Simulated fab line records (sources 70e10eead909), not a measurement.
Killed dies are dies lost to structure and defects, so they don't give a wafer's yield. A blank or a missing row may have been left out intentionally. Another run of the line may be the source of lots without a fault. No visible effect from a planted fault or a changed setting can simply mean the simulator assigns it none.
Matching of chambers :: flow nand harc :: 4 sister chambers for NHARC_A_CHANNEL_FILL_D1_ALD_02 on ald hk-02
The step deposits SiO2, target thk 6 nm, pulse time 10 s, ald cycles 60. 14 wafers are shown with their chamber, then 7 later ones without.

## WAFERS PAIRED WITH THEIR CHAMBERS
wafer: L465.2
chamber: 0
heater power w (W): 412
precursor pulse height rel: 1.016

wafer: L465.3
chamber: 3
heater power w (W): 467
precursor pulse height rel: 1.038

wafer: L465.6
chamber: 0
heater power w (W): 411
precursor pulse height rel: 1.005

wafer: L470.1
chamber: 2
heater power w (W): 434
precursor pulse height rel: 1.017

wafer: L470.3
chamber: 1
heater power w (W): 471
precursor pulse height rel: 0.985

wafer: L470.4
chamber: 0
heater power w (W): 415
precursor pulse height rel: 1.017

wafer: L473.1
chamber: 0
heater power w (W): 418
precursor pulse height rel: 0.993

wafer: L473.4
chamber: 3
heater power w (W): 464
precursor pulse height rel: 0.993

wafer: L474.4
chamber: 3
heater power w (W): 472
precursor pulse height rel: 0.999

wafer: L474.5
chamber: 3
heater power w (W): 457
precursor pulse height rel: 0.995

wafer: L476.1
chamber: 1
heater power w (W): 492
precursor pulse height rel: 1.035

wafer: L476.2
chamber: 2
heater power w (W): 449
precursor pulse height rel: 0.943

wafer: L482.2
chamber: 0
heater power w (W): 408
precursor pulse height rel: 1.006

wafer: L482.4
chamber: 3
heater power w (W): 475
precursor pulse height rel: 1.005

SIGNATURES, as means of the wafers listed above
reading: heater power w
chamber 0: 412.80
chamber 1: 481.50
chamber 2: 441.50
chamber 3: 467.00
scatter within a chamber: 7.68

reading: precursor pulse height rel
chamber 0: 1.00740
chamber 1: 1.01000
chamber 2: 0.98000
chamber 3: 1.00600
scatter within a chamber: 0.0239
Rule: distance of a wafer from a chamber = root of the sum over the readings of ((wafer's reading minus chamber's mean) / reading's scatter) squared. If the next closest chamber is less than 2 further off than the closest, the wafer can't be placed; otherwise it belongs to the closest. How the scatter is found: for the shown wafers, subtract from each reading the mean of its chamber, square and add these, divide the total by (wafers less chambers), then take the root.

## WAFERS WHOSE CHAMBER IS MISSING
wafer: L482.5
heater power w (W): 465
precursor pulse height rel: 0.996

wafer: L485.1
heater power w (W): 487
precursor pulse height rel: 0.977

wafer: L485.3
heater power w (W): 415
precursor pulse height rel: 1.019

wafer: L485.6
heater power w (W): 429
precursor pulse height rel: 0.970

wafer: L486.1
heater power w (W): 402
precursor pulse height rel: 0.992

wafer: L486.2
heater power w (W): 418
precursor pulse height rel: 0.966

wafer: L486.3
heater power w (W): 511
precursor pulse height rel: 0.984

## EACH ONE'S CHAMBER
wafer: L482.5
from the rows above: can't be placed: 3 or 1
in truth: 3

wafer: L485.1
from the rows above: can't be placed: 1 or 3
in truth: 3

wafer: L485.3
from the rows above: 0
in truth: 0

wafer: L485.6
from the rows above: can't be placed: 2 or 0
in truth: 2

wafer: L486.1
from the rows above: 0
in truth: 0

wafer: L486.2
from the rows above: can't be placed: 0 or 2
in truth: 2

wafer: L486.3
from the rows above: can't be placed: 1 or 3
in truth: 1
Placed correctly: 2 of 7. Can't be placed from these rows: 5 (the true chamber is among the candidates in 5). Wrongly placed: 0.
